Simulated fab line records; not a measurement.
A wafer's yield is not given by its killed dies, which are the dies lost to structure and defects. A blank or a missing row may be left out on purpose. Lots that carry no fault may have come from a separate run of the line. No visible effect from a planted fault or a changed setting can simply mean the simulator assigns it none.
Chamber matching -- flow n5-finfet -- 4 sister chambers for N5_FIN_CUT_CUT_ETCH_28 on rie-si-02
The step etches Si in HBr/Cl2/O2, target depth 6 nm, time 2.4 s. 8 wafers are shown with their chamber, then 12 later ones without.

EACH WAFER AND ITS CHAMBER
wafer,chamber,throttle-valve-pct (%),drypump-motor-current-A (A)
L078.2,0,37.07,5.3
L086.1,3,37.60,5.6
L086.3,1,36.76,5.8
L087.3,1,36.76,5.8
L087.6,2,36.83,5.7
L089.4,0,37.05,5.3
L089.5,3,37.62,5.6
L089.6,2,36.84,5.8

WAFERS WITH NO CHAMBER GIVEN
wafer,throttle-valve-pct (%),drypump-motor-current-A (A)
L092.2,36.84,5.7
L092.3,37.06,5.3
L092.6,36.76,5.7
L094.1,36.75,5.8
L094.5,37.05,5.3
L094.6,36.76,5.7
L097.1,36.75,5.8
L097.2,37.64,5.6
L097.3,37.04,5.3
L097.4,36.83,5.7
L097.5,37.62,5.6
L097.6,37.07,5.3

THE CHAMBER EACH PASSED THROUGH
wafer,from the rows above,in truth
L092.2,2,2
L092.3,0,0
L092.6,1,1
L094.1,1,1
L094.5,0,0
L094.6,1,1
L097.1,1,1
L097.2,3,3
L097.3,0,0
L097.4,2,2
L097.5,3,3
L097.6,0,0
Correct placement for 12 of the 12. Not placeable from these rows: 0. Wrongly placed: 0.
How it was worked out, from the rows above alone: a wafer's distance from a chamber is the root of the sum, over the readings, of the square of ((its reading less the chamber's mean) divided by the reading's scatter). If the next closest chamber is less than 2 further off than the closest, the wafer can't be placed; otherwise it belongs to the closest. For every chamber, the mean is computed from those of its wafers that are shown. The scatter is the square root of a quotient: the sum, over the shown wafers, of each reading's squared deviation from its chamber's mean, divided by wafers minus chambers.
